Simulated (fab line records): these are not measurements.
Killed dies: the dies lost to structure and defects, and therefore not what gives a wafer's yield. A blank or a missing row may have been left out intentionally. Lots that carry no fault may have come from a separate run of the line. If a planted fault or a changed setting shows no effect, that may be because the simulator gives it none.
Comparing a struck lot with a sound one    flow n5_finfet    15 out of 1938 route steps
Sound: the wafers L694.2, L694.3, L694.4. The struck wafers were L700.1, L700.2, L700.5. The cause is given at the end.
Per side, at each step with rows, come the tool, then ch with its chambers, and then its first start. Under that, the readings that differ: sound wafers    struck wafers    difference of the means    sigmas: that difference in standard deviations of wafers without a fault.
alike: readings with means less than 2 such deviations apart, plus words and numbers identical on both sides. not compared: withheld readings, readings lacking a value on some wafer, bounds such as >300 that could conceal the same value, and numbers that have no deviation in the record and whose values overlap.
A row with sigmas, a row that says differs or no value, or rows on one side alone: a step with any of these is where the two part. Numbers that don't overlap but have no deviation are shown without sigmas and don't part them. A reading missing from all wafers of one side parts the sides only when that side holds two or more wafers.

N5_BEOL_M2_SPUTTER_92: material Cu, target thk 4.5 nm, time 8.29 s.
  sound on pvd_sputter-03 at day 9 18:17; struck on pvd_sputter-01 at day 11 08:40
  alike: throttle_valve_pct
N5_BEOL_M2_ANNEAL_93: time 240 s.
  sound on pvd_sputter-03 at day 9 18:22; struck on pvd_sputter-01 at day 11 08:45
  alike: heater_power_w, susceptor_temp_C_max
then, 1 step without rows for these wafers: N5_BEOL_M2_SPUTTER_94 (material Cu, target thk 4.5 nm, time 8.29 s).
N5_BEOL_M2_ANNEAL_95: time 240 s.
  sound on pvd_sputter-03 at day 9 18:35; struck on pvd_sputter-01 at day 11 08:58
  alike: heater_power_w, susceptor_temp_C_max
N5_BEOL_M2_SPUTTER_96: material Cu, target thk 4.5 nm, time 8.29 s.
  sound on pvd_sputter-03 at day 9 18:43; struck on pvd_sputter-01 at day 11 09:07
  alike: throttle_valve_pct
then, 2 steps without rows for these wafers: N5_BEOL_M2_ECD_50 (material Cu, target thk 300 nm); N5_BEOL_M2_ANNEAL_51 (time 90 s).
N5_BEOL_M2_CMP_52: polishes, stops on SiOC, t overpolish 6.8 s, target thk 40 nm.
  sound on cmp-03 ch 1,2,3, day 9 19:15; struck on cmp-01 ch 1,2,3, day 11 09:42
  alike: barrier_field_endpoint_s, clearing_platen_rpm, edge_zone_pressure_frac, motor_current_A, overpolish_run_s, time_to_endpoint_s
N5_BEOL_M2_THK_MEAS_53: measures by xrf.
  sound on film_metro-01 at day 9 19:31; struck on film_metro-02 at day 11 10:00
  alike: M2_THK
then, 3 steps without rows for these wafers: N5_BEOL_M2_PRE_CLEAN_60 (time 15 s); N5_BEOL_M2_CO_CAP_55 (material Co, precursor CCTBA/H2, target thk 2 nm, time 102.1 s); N5_BEOL_M2_PRE_CLEAN_56 (time 15 s).
N5_BEOL_M2_DEP_57: deposits SiCN from 3MS/NH3, target thk 8 nm, time 14 s.
  sound on pecvd-04 ch 0,1,2, day 9 19:43; struck on pecvd-01 ch 0,2, day 11 10:11
  no value came back on the struck wafers for chamber_pressure_Torr (Torr), rf_fwd_power_W (W), showerhead_plenum_p_Torr (Torr), throttle_valve_pct (%); on the sound wafers chamber_pressure_Torr (Torr) reads 2.990 3.003 3.006
N5_BEOL_M4_RC_MEAS_101:
  the record has rows for the sound wafers here (prober-02 ch 0, day 10 17:53) and none for the struck ones
-- here the record skips 6 days between the struck wafers' starts before and after, leaving off in module BEOL_M4 and picking up in module PASSIVATION (first step shown: number 1936 of the route) --
N5_PASSIVATION_PROBE_49:
  rows exist in the record for the struck wafers here (prober-02, day 17 03:38), but not for the sound ones

## WHERE THEY PART
First at N5_BEOL_M2_DEP_57; last, within this record, at N5_PASSIVATION_PROBE_49.

WHY: the cause the simulator had injected
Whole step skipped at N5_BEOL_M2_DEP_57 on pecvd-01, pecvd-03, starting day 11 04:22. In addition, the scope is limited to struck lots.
